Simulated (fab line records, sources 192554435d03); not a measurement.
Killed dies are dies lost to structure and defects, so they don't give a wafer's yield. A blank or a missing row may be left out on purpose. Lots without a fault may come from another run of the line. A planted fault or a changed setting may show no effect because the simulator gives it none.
fab line records | flow n5_finfet
record lots=7 wafers=21
route steps=1938 shown BEOL_M8@1349 BEOL_M9@1401 BEOL_M11@1536 BEOL_M12@1649 BEOL_M14@1738
start_h: hours from the record's first day to the start of the lot's first wafer shown | wait_h: hours since the lot's step before | " the same as in the row above | L1.1+2: a row that stands for several wafers | - no value, or no start given | * or withheld: withheld | < > ~ a bound
route shown NAME@n: a module of which the file shows steps, and the number in the route of the first | usual: mean/standard deviation of fault-free wafers | same: alike in all rows | chamber/n: place in a boat | sites: the reading at each site | _std_site: their standard deviation | _edge_site: outer sites' mean less inner sites' | radius_mm: how far each site lies from the wafer's centre | mask NAME#n: copy n | behind: the tool/chamber that last shaped the wafer | hold: why the lot was held/for how many hours/how that ended | device: the transistor (n, p or np) that didn't switch | end of line: the same wafers' tests at the end of the route | a step without rows: its recipe alone | killed: dies lost to structure and defects at the first sort, not the wafer's yield | map: a wafer's dies, x killed, . not, _ none there
set.NAME: the setting as run; set.NAME@STEP: as run at that earlier step | model.NAME: the simulator's own value behind a step, which no gauge read
lots whose settings were changed on purpose; a table a step, a row a wafer
## steps
# step N5_BEOL_M8_ETCH_61
# recipe chemistry=CF4 target=SiARC target_depth_a=455 mask_material=CAR-ArF time_s=75.8 ion_energy_ev=80 pressure_mtorr=40 source_w=545 bias_w=36 Ar_flow_sccm=100 cf4_flow_sccm=100 ends=cleared
# usual etch_rf_on_time_s=75.6/1.9 rf_vpp_V=184.1/1.2
# columns lot.wafer tool chamber start_h wait_h set.bias_w set.spin_rpm@BEOL_M8_COAT_60 etch_rf_on_time_s rf_vpp_V model.etch.depth_nm model.CAR-ArF_of_BEOL_M8_COAT_05.thk_nm
L075.3 rie_diel-04 1 241.59 0.0 36 1562 73.9 182.9 34.42 51.2
L075.4 " 3 " " 31.33 1500 79.9 166.7 35.09 50.8
L075.5 " 3 " " 36 1562 75.7 184.2 34.43 51.2
L077.1 rie_diel-06 3 246.77 0.0 36 1500 73.9 185.6 35 51.2
L077.3 " 2 " " 36 1500 73.5 184.9 35.19 51
L077.5 " 1 " " 36 1500 73.6 184.2 34.93 51.6
L080.1 rie_diel-04 3 267.74 0.0 32.59 1500 79.4 172.0 35.21 50.4
L080.3 " 1 " " 36 1653 72.7 183.3 33.54 52
L080.4 " 0 " " 36 1500 77.3 185.2 35.15 50.4
L082.3 rie_diel-06 1 276.64 0.0 36 1500 74.2 186.4 35.06 50.8
L082.4 " 0 " " 36 1449 77.5 185.0 35.65 50.2
L082.5 " 3 " " 36 1449 75.0 185.6 35.65 50.2
L087.4 rie_diel-03 2 307.28 0.0 40.48 1398 78.3 197.1 36.1 50.2
L087.5 " 3 " " 36 1500 76.1 184.0 34.95 51
L087.6 " 2 " " 36 1398 81.1 181.8 36.14 50.4
L091.2 rie_diel-03 2 336.85 0.0 38.62 1357 80.4 192.0 36.91 49.2
L091.3 " 3 " " 38.62 1500 73.8 190.6 35.11 50.6
L091.4 " 0 " " 36 1357 79.9 186.0 36.91 49
L090.3 rie_diel-06 2 338.16 0.0 29.65 1500 76.7 163.4 35.1 50.8
L090.4 " 1 " " 36 1500 73.4 185.8 35.15 50.6
L090.6 " 3 " " 29.65 1369 81.8 162.6 36.74 49.2
# step N5_BEOL_M9_ILD_DEP_00
# recipe material=SiCOH_lowk target_thk_a=3085.1 temp_c=300 precursor=DEMS/porogen pressure_torr=5 rf_w=500 time_s=58
# columns lot.wafer tool chamber start_h wait_h set.time_s model.SiCOH_lowk_of_BEOL_M9_ILD_DEP_00.thk_nm
L075.3 pecvd-02 0 249.28 0.0 62.43 333
L075.4 " 1 " " 58 316.2
L075.5 " 0 " " 58 311.4
L077.1 pecvd-02 2 251.18 0.0 58 305.8
L077.3 " 0 " " 58 304
L077.5 " 0 " " 58 311.6
L080.1 pecvd-02 2 274.57 0.0 58 306.2
L080.3 " 0 " " 58 307.6
L080.4 " 1 " " 58 309.8
L082.3 pecvd-04 1 281.76 0.0 58 300.4
L082.4 " 2 " " 58 306.8
L082.5 " 1 " " 58 309.2
L087.4 pecvd-01 2 316.16 0.1 66.34 355
L087.5 " 1 " " 66.34 354.8
L087.6 " 0 " " 58 313.6
L091.2 pecvd-02 2 342.40 0.0 58 308.6
L091.3 " 0 " " 54.24 294
L091.4 " 2 " " 58 310.6
L090.3 pecvd-02 2 343.29 0.1 49.42 262.6
L090.4 " 0 " " 49.42 264.6
L090.6 " 0 " " 58 312.4
# step N5_BEOL_M9_CURE_71
# recipe temp_c=385 time_s=240 ambient=He/Ar material=SiCOH_lowk
# columns lot.wafer tool chamber start_h wait_h set.time_s@BEOL_M9_ILD_DEP_00 model.SiCOH_lowk_of_BEOL_M9_ILD_DEP_00.thk_nm
L075.3 uv_cure-03 0 249.52 0.2 62.43 289.8
L075.4 " 0 " " 58 274.8
L075.5 " 0 " " 58 270.6
L077.1 uv_cure-03 0 251.26 0.0 58 265.6
L077.3 " 0 " " 58 264.2
L077.5 " 0 " " 58 270.6
L080.1 uv_cure-01 0 274.85 0.2 58 266
L080.3 " 0 " " 58 267.2
L080.4 " 0 " " 58 269.2
L082.3 uv_cure-02 2 282.00 0.2 58 260.8
L082.4 " 2 " " 58 266.6
L082.5 " 2 " " 58 268.6
L087.4 uv_cure-02 1 316.45 0.3 66.34 309.2
L087.5 " 1 " " 66.34 309
L087.6 " 1 " " 58 272.6
L091.2 uv_cure-03 2 342.59 0.2 58 268.2
L091.3 " 2 " " 54.24 255.2
L091.4 " 2 " " 58 270
L090.3 uv_cure-01 2 343.53 0.2 49.42 227.4
L090.4 " 2 " " 49.42 229.2
L090.6 " 2 " " 58 271.4
# step N5_BEOL_M9_THK_MEAS_01
# recipe reads=SiCOH_lowk_of_BEOL_M9_ILD_DEP_00
# usual M9_ILD_THK=269/3.5
# columns lot.wafer tool chamber start_h wait_h set.time_s@BEOL_M9_ILD_DEP_00 M9_ILD_THK[nm]
L075.3 film_metro-02 - 249.88 0.3 62.43 290
L075.4 " - " " 58 275
L075.5 " - " " 58 270
L077.1 film_metro-02 - 251.79 0.4 58 266
L077.3 " - " " 58 264
L077.5 " - " " 58 271
L080.1 film_metro-01 - 275.36 0.4 58 266
L080.3 " - " " 58 267
L080.4 " - " " 58 269
L082.3 film_metro-01 - 282.35 0.3 58 261
L082.4 " - " " 58 267
L082.5 " - " " 58 269
L087.4 film_metro-01 - 316.73 0.2 66.34 309
L087.5 " - " " 66.34 309
L087.6 " - " " 58 272
L091.2 film_metro-01 - 343.02 0.4 58 268
L091.3 " - " " 54.24 255
L091.4 " - " " 58 270
L090.3 film_metro-02 - 343.88 0.3 49.42 228
L090.4 " - " " 49.42 229
L090.6 " - " " 58 272
# step N5_BEOL_M9_HM_DEP_02
# recipe material=TiN target_thk_a=200 temp_c=25 chamber_pressure_pa=0.49996
# columns lot.wafer tool chamber start_h wait_h set.target_thk_a model.TiN_of_BEOL_M9_HM_DEP_02.thk_nm
L075.3 pvd_sputter-03 - 251.58 1.6 200 19.6
L075.4 " - " " 200 20
L075.5 " - " " 200 20.2
L077.1+3+5 pvd_sputter-03 - 252.52 0.7 200 20
L080.1+3 pvd_sputter-01 - 276.10 0.7 200 20
L080.4 " - " " 200 20.4
L082.3 pvd_sputter-01 - 283.04 0.6 191.6 19.6
L082.4 " - " " 200 20.4
L082.5 " - " " 191.6 19.8
L087.4+6 pvd_sputter-01 - 317.76 1.0 200 20.2
L087.5 " - " " 200 20.6
L091.2 pvd_sputter-02 - 345.49 2.4 187.8 18.8
L091.3 " - " " 200 20.4
L091.4 " - " " 200 19.8
L090.3 pvd_sputter-02 - 346.01 2.1 178.3 18
L090.4 " - " " 200 20.6
L090.6 " - " " 200 20.4
# step N5_BEOL_M9_COAT_59
# recipe resist=SOC temp_c=250 time_s=60 spin_rpm=1500 resist_thk_nm=100
# step N5_BEOL_M9_COAT_60
# recipe resist=SiARC temp_c=220 time_s=60 spin_rpm=1500 resist_thk_nm=30
# step N5_BEOL_M9_STRIP_68
# recipe chemistry=N2/H2 temp_c=40 n2_flow_sccm=200 h2_flow_sccm=200 rf_frequency_hz=6e+07
# step N5_BEOL_M9_STRIP_67
# recipe chemistry=CF4 resist=SiARC power_w=300 bias_power_w=75 pressure_mtorr=50 cf4_flow_sccm=150 rf_frequency_hz=6e+07
# step N5_BEOL_M9_HM_OPEN_17
# recipe chemistry=Cl2/BCl3 target_depth_a=200 overetch_a=60 target=TiN mask_material=SOC ion_energy_ev=150 pressure_mtorr=10 icp_w=1000 bias_w=126 Cl2_flow_sccm=53.25 bcl3_flow_sccm=21.75 Ar_flow_sccm=25
# columns lot.wafer tool chamber start_h wait_h set.target_thk_a@BEOL_M9_HM_DEP_02 model.etch.depth_nm
L075.3 rie_metal-03 1 252.55 0.1 200 19.65
L075.4 " 0 " " 200 20.08
L075.5 " 0 " " 200 20.14
L077.1+5 rie_metal-03 0 253.26 0.0 200 20.03
L077.3 " 0 " " 200 20
L080.1 rie_metal-03 0 277.01 0.0 200 20.02
L080.3 " 0 " " 200 20.06
L080.4 " 1 " " 200 20.33
L082.3 rie_metal-02 1 284.41 0.1 191.6 19.5
L082.4 " 0 " " 200 20.4
L082.5 " 1 " " 191.6 19.87
L087.4 rie_metal-01 1 318.60 0.1 200 20.25
L087.5 " 0 " " 200 20.63
L087.6 " 1 " " 200 20.15
L091.2 rie_metal-01 0 346.36 0.0 187.8 18.87
L091.3 " 0 " " 200 20.32
L091.4 " 1 " " 200 19.89
L090.3 rie_metal-01 1 346.96 0.1 178.3 17.97
L090.4 " 0 " " 200 20.57
L090.6 " 1 " " 200 20.35
# step N5_BEOL_M9_STRIP_19
# recipe chemistry=O2 power_w=400 temp_c=40 pressure_mtorr=30 rf_frequency_hz=6e+07 bias_power_w=0 overash_fraction=0.2 o2_flow_sccm=225
# step N5_BEOL_M9_STRIP_73
# recipe chemistry=C4F6/O2 resist=SiARC rf_frequency_hz=6e+07
# step N5_BEOL_M9_STRIP_36
# recipe chemistry=N2/H2 power_w=450 temp_c=40 pressure_mtorr=20 rf_frequency_hz=6e+07 overash_fraction=0.3 bias_power_w=7 h2_frac=0.5 n2_flow_sccm=200 h2_flow_sccm=200
# step N5_BEOL_M9_TRENCH_ETCH_37
# recipe chemistry=C4F6/O2 target_depth_a=1514.3 target=SiCOH_lowk time_s=49 ion_energy_ev=250 pressure_mtorr=30 source_w=345 bias_w=185 Ar_flow_sccm=300 C4F6_flow_sccm=10 O2_flow_sccm=10
# columns lot.wafer tool chamber start_h wait_h set.target_thk_a@BEOL_M9_HM_DEP_02 model.TiN_of_BEOL_M9_HM_DEP_02.thk_nm
L075.3 rie_diel-05 2 - - 200 15.4
L075.4+5 " 0,1 " " 200 16
L077.1 rie_diel-01 1 - - 200 16
L077.3+5 " 2 " " 200 15.8
L080.1+3 rie_diel-05 1,3 - - 200 15.8
L080.4 " 2 " " 200 16
L082.3 rie_diel-02 2 - - 191.6 15.4
L082.4 " 1 " " 200 16.2
L082.5 " 0 " " 191.6 15.8
L087.4+6 rie_diel-05 3,2 - - 200 16
L087.5 " 1 " " 200 16.4
L091.2 rie_diel-02 2 - - 187.8 14.8
L091.3 " 0 " " 200 16.2
L091.4 " 3 " " 200 15.8
L090.3 rie_diel-05 0 - - 178.3 13.8
L090.4 " 2 " " 200 16.4
L090.6 " 3 " " 200 16.2
# step N5_BEOL_M11_ILD_DEP_00
# recipe material=SiCOH_lowk target_thk_a=3085.1 temp_c=300 precursor=DEMS/porogen pressure_torr=5 rf_w=500 time_s=58
# columns lot.wafer tool chamber start_h wait_h set.time_s model.SiCOH_lowk_of_BEOL_M11_ILD_DEP_00.thk_nm
L077.1 pecvd-03 2 265.84 0.0 58 307
L077.3 " 0 " " 58 313.2
L077.5 " 2 " " 58 309.2
L075.3 pecvd-03 2 266.22 0.1 58 314.6
L075.4 " 0 " " 53.6 291.4
L075.5 " 0 " " 58 313.4
L080.1 pecvd-02 2 289.67 0.0 51.44 271.6
L080.3 " 0 " " 51.44 270
L080.4 " 1 " " 58 307.8
L082.3 pecvd-03 1 299.80 0.0 62.71 324.4
L082.4 " 2 " " 58 307
L082.5 " 1 " " 62.71 326
L087.4 pecvd-03 2 330.91 0.1 58 310.2
L087.5 " 0 " " 58 308.8
L087.6 " 1 " " 58 305
L091.2 pecvd-03 1 362.17 0.0 58 306.6
L091.3 " 2 " " 58 308
L091.4 " 2 " " 60.18 322.6
L090.3 pecvd-01 0 363.66 0.0 58 308
L090.4 " 2 " " 58 316
L090.6 " 0 " " 58 313
# step N5_BEOL_M11_CURE_71
# recipe temp_c=385 time_s=240 ambient=He/Ar material=SiCOH_lowk
# columns lot.wafer tool chamber start_h wait_h set.time_s@BEOL_M11_ILD_DEP_00 model.SiCOH_lowk_of_BEOL_M11_ILD_DEP_00.thk_nm
L077.1 uv_cure-03 1 265.95 0.1 58 266.8
L077.3 " 1 " " 58 272.2
L077.5 " 1 " " 58 268.6
L075.3 uv_cure-01 2 266.45 0.2 58 273.4
L075.4 " 2 " " 53.6 252.8
L075.5 " 2 " " 58 272.4
L080.1 uv_cure-01 2 289.75 0.0 51.44 235.4
L080.3 " 2 " " 51.44 234.2
L080.4 " 2 " " 58 267.4
L082.3 uv_cure-01 1 300.20 0.4 62.71 282
L082.4 " 1 " " 58 266.6
L082.5 " 1 " " 62.71 283.6
L087.4 uv_cure-02 0 331.21 0.3 58 269.6
L087.5 " 0 " " 58 268.2
L087.6 " 0 " " 58 264.8
L091.2 uv_cure-02 0 362.33 0.1 58 266.2
L091.3 " 0 " " 58 267.6
L091.4 " 0 " " 60.18 280.6
L090.3 uv_cure-03 0 363.89 0.2 58 267.4
L090.4 " 0 " " 58 274.6
L090.6 " 0 " " 58 272
# step N5_BEOL_M11_THK_MEAS_01
# recipe reads=SiCOH_lowk_of_BEOL_M11_ILD_DEP_00
# usual M11_ILD_THK=268/3.4
# columns lot.wafer tool chamber start_h wait_h set.time_s@BEOL_M11_ILD_DEP_00 M11_ILD_THK[nm]
L077.1 film_metro-01 - 266.46 0.4 58 267
L077.3 " - " " 58 272
L077.5 " - " " 58 269
L075.3 film_metro-02 - 266.82 0.3 58 274
L075.4 " - " " 53.6 253
L075.5 " - " " 58 272
L080.1 film_metro-02 - 290.26 0.4 51.44 235
L080.3 " - " " 51.44 234
L080.4 " - " " 58 267
L082.3 film_metro-01 - 300.87 0.5 62.71 282
L082.4 " - " " 58 266
L082.5 " - " " 62.71 284
L087.4 film_metro-02 - 331.48 0.2 58 269
L087.5 " - " " 58 268
L087.6 " - " " 58 265
L091.2 film_metro-01 - 362.76 0.4 58 266
L091.3 " - " " 58 268
L091.4 " - " " 60.18 281
L090.3 film_metro-02 - 364.25 0.3 58 267
L090.4 " - " " 58 274
L090.6 " - " " 58 272
# step N5_BEOL_M12_SPUTTER_44
# recipe material=Ta target_thk_a=100 temp_c=50 bias_v=80 power_w=15000 chamber_pressure_pa=0.07 time_s=16.13
# columns lot.wafer tool chamber start_h wait_h set.time_s model.Ta_of_BEOL_M12_SPUTTER_44.thk_nm
L077.1+5 pvd_sputter-03 - 276.28 0.0 16.13 10
L077.3 " - " " 16.13 9.8
L075.3+5 pvd_sputter-02 - 278.99 0.0 16.13 9.8
L075.4 " - " " 16.13 9.6
L080.1 pvd_sputter-02 - 303.08 0.0 16.13 9.6
L080.3+4 " - " " 18.24 11.2
L082.3 pvd_sputter-02 - 313.98 0.0 16.13 9.8
L082.4 " - " " 16.13 10
L082.5 " - " " 14.57 9.2
L087.4 pvd_sputter-02 - 343.37 0.0 13.89 8.6
L087.5 " - " " 13.89 8.4
L087.6 " - " " 16.13 9.8
L091.2 pvd_sputter-01 - 375.15 0.0 16.13 10.2
L091.3 " - " " 14 9
L091.4 " - " " 14 8.8
L090.3+6 pvd_sputter-03 - 376.85 0.0 16.13 9.8
L090.4 " - " " 14.18 8.6
# step N5_BEOL_M14_COAT_66
# recipe resist=SiARC temp_c=220 time_s=60 spin_rpm=1500 resist_thk_nm=110
# columns lot.wafer tool chamber start_h wait_h set.spin_rpm model.SiARC_of_BEOL_M14_COAT_66.thk_nm
L077.1 litho_track-01 0 - - 1500 110
L077.3 " 0 " " 1500 109.8
L077.5 " 0 " " 1500 110.2
L075.3+4 litho_track-01 0 - - 1500 110
L075.5 " 0 " " 1500 110.2
L080.1 litho_track-03 0 - - 1500 110.2
L080.3 " 0 " " 1500 110
L080.4 " 0 " " 1578 107.4
L082.3+5 litho_track-03 0 - - 1500 110
L082.4 " 0 " " 1408 113.6
L087.4+6 litho_track-05 0 - - 1619 105.8
L087.5 " 0 " " 1500 109.6
L091.2+3+4 litho_track-03 0 - - 1500 110.2
L090.3 litho_track-05 0 - - 1500 110.2
L090.4 " 0 " " 1500 110
L090.6 " 0 " " 1632 105.2
# step N5_BEOL_M14_DEVELOP_27
# recipe develop_time_s=45 rinse_liquid=diw dry=air_spin dev_temp_c=21
# columns lot.wafer tool chamber start_h wait_h set.develop_time_s
L077.1+3+5 litho_track-01 0 - - 45
L075.3 litho_track-01 0 - - 45
L075.4+5 " 0 " " 36.62
L080.1 litho_track-01 0 - - 49.99
L080.3+4 " 0 " " 45
L082.3 litho_track-01 0 - - 45
L082.4+5 " 0 " " 40.49
L087.4+5+6 litho_track-01 0 - - 45
L091.2+4 litho_track-03 0 - - 45
L091.3 " 0 " " 40.66
L090.3 litho_track-03 0 - - 45
L090.4+6 " 0 " " 52.97
# step N5_BEOL_M14_HARDBAKE_32
# recipe temp_c=130 time_s=120
# step N5_BEOL_M14_DESCUM_33
# recipe chemistry=O2 time_s=7.9 source_power_w=50 bias_power_w=20 pressure_mtorr=20 rf_frequency_hz=2.712e+07 temp_c=40 o2_flow_sccm=225
# step N5_BEOL_M14_ETCH_67
# recipe chemistry=CF4 target=SiARC target_depth_a=1430 time_s=238.3 ion_energy_ev=80 pressure_mtorr=40 source_w=545 bias_w=36 Ar_flow_sccm=100 cf4_flow_sccm=100 ends=cleared
# columns lot.wafer tool chamber start_h wait_h set.spin_rpm@BEOL_M14_COAT_66 model.etch.depth_nm model.coat_of_BEOL_M14_COAT_22.thk_nm
L077.1 rie_diel-06 1 284.44 0.0 1500 110.1 210.6
L077.3 " 0 " " 1500 109.8 212.2
L077.5 " 3 " " 1500 110.1 210.8
L075.3 rie_diel-06 3 288.24 0.0 1500 110 211.8
L075.4 " 2 " " 1500 109.9 212
L075.5 " 0 " " 1500 110.3 211.2
L080.1 rie_diel-04 0 309.83 0.0 1500 110.2 212.8
L080.3 " 1 " " 1500 109.9 212
L080.4 " 1 " " 1578 107.3 213.8
L082.3 rie_diel-04 3 325.27 0.0 1500 110 211.4
L082.4 " 0 " " 1408 113.5 209.6
L082.5 " 2 " " 1500 110 211.6
L087.4 rie_diel-03 1 356.52 0.0 1619 105.8 213.8
L087.5 " 2 " " 1500 109.6 212.2
L087.6 " 3 " " 1619 105.8 214
L091.2 rie_diel-04 2 383.48 0.0 1500 110.3 212.2
L091.3 " 0 " " 1500 110.1 212
L091.4 " 3 " " 1500 110.2 212
L090.3 rie_diel-06 1 389.09 0.1 1500 110.2 210.2
L090.4 " 3 " " 1500 110.1 210.4
L090.6 " 1 " " 1632 105.2 212.6
# step N5_BEOL_M14_ETCH_68
# recipe chemistry=N2/H2 target=SOC mask_material=SiARC source_w=3000 bias_w=350 temp_c=40 time_s=450 ion_energy_ev=200 pressure_mtorr=30 n2_flow_sccm=200 h2_flow_sccm=200
# columns lot.wafer tool chamber start_h wait_h set.spin_rpm@BEOL_M14_COAT_66 model.SiARC_of_BEOL_M14_COAT_66.thk_nm
L077.1 rie_diel-06 1 284.58 0.1 1500 65.4
L077.3 " 0 " " 1500 65.6
L077.5 " 3 " " 1500 65.2
L075.3 rie_diel-06 3 288.39 0.1 1500 65.4
L075.4 " 2 " " 1500 65
L075.5 " 0 " " 1500 66
L080.1 rie_diel-04 0 309.98 0.1 1500 66
L080.3 " 1 " " 1500 65.8
L080.4 " 1 " " 1578 63
L082.3 rie_diel-04 3 325.42 0.1 1500 66.4
L082.4 " 0 " " 1408 69.2
L082.5 " 2 " " 1500 65.2
L087.4 rie_diel-03 1 356.67 0.1 1619 61
L087.5 " 2 " " 1500 65.8
L087.6 " 3 " " 1619 61.6
L091.2 rie_diel-04 2 383.62 0.1 1500 65.8
L091.3 " 0 " " 1500 66
L091.4 " 3 " " 1500 64.4
L090.3 rie_diel-06 1 389.37 0.2 1500 66.2
L090.4 " 3 " " 1500 65.4
L090.6 " 1 " " 1632 61.2
## key
split step=N5_BEOL_M8_ETCH_61 setting=bias_w stated=36 by=wafer
response step=N5_BEOL_M8_ETCH_61 reading=rf_vpp_V change=+1.23 per=1% r=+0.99
split step=N5_BEOL_M9_ILD_DEP_00 setting=time_s stated=58 by=wafer
response step=N5_BEOL_M9_ILD_DEP_00 reading=model.SiCOH_lowk_of_BEOL_M9_ILD_DEP_00.thk_nm change=+2.97 per=1% r=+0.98
response step=N5_BEOL_M9_CURE_71 reading=model.SiCOH_lowk_of_BEOL_M9_ILD_DEP_00.thk_nm change=+2.63 per=1% r=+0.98
response step=N5_BEOL_M9_THK_MEAS_01 reading=M9_ILD_THK change=+2.64 per=1% r=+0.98
split step=N5_BEOL_M9_HM_DEP_02 setting=target_thk_a stated=200 by=wafer
response step=N5_BEOL_M9_HM_DEP_02 reading=model.TiN_of_BEOL_M9_HM_DEP_02.thk_nm change=+0.22 per=1% r=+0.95
response step=N5_BEOL_M9_HM_OPEN_17 reading=model.etch.depth_nm change=+0.218 per=1% r=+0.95
response step=N5_BEOL_M9_TRENCH_ETCH_37 reading=model.TiN_of_BEOL_M9_HM_DEP_02.thk_nm change=+0.214 per=1% r=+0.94
split step=N5_BEOL_M11_ILD_DEP_00 setting=time_s stated=58 by=wafer
response step=N5_BEOL_M11_ILD_DEP_00 reading=model.SiCOH_lowk_of_BEOL_M11_ILD_DEP_00.thk_nm change=+2.99 per=1% r=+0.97
response step=N5_BEOL_M11_CURE_71 reading=model.SiCOH_lowk_of_BEOL_M11_ILD_DEP_00.thk_nm change=+2.65 per=1% r=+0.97
response step=N5_BEOL_M11_THK_MEAS_01 reading=M11_ILD_THK change=+2.66 per=1% r=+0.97
split step=N5_BEOL_M12_SPUTTER_44 setting=time_s stated=16.13 by=wafer
response step=N5_BEOL_M12_SPUTTER_44 reading=model.Ta_of_BEOL_M12_SPUTTER_44.thk_nm change=+0.0995 per=1% r=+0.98
split step=N5_BEOL_M14_COAT_66 setting=spin_rpm stated=1500 by=wafer
response step=N5_BEOL_M14_COAT_66 reading=model.SiARC_of_BEOL_M14_COAT_66.thk_nm change=-0.534 per=1% r=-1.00
response step=N5_BEOL_M14_ETCH_67 reading=model.etch.depth_nm change=-0.534 per=1% r=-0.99
response step=N5_BEOL_M14_ETCH_67 reading=model.coat_of_BEOL_M14_COAT_22.thk_nm change=+0.257 per=1% r=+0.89
response step=N5_BEOL_M14_ETCH_68 reading=model.SiARC_of_BEOL_M14_COAT_66.thk_nm change=-0.547 per=1% r=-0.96
split step=N5_BEOL_M14_DEVELOP_27 setting=develop_time_s stated=45 by=wafer
response none clear
split outside_this_file step=N5_BEOL_M8_COAT_60 setting=spin_rpm
# split outside_this_file: this setting was split too, and the file shows its column; the key of that split is in another file
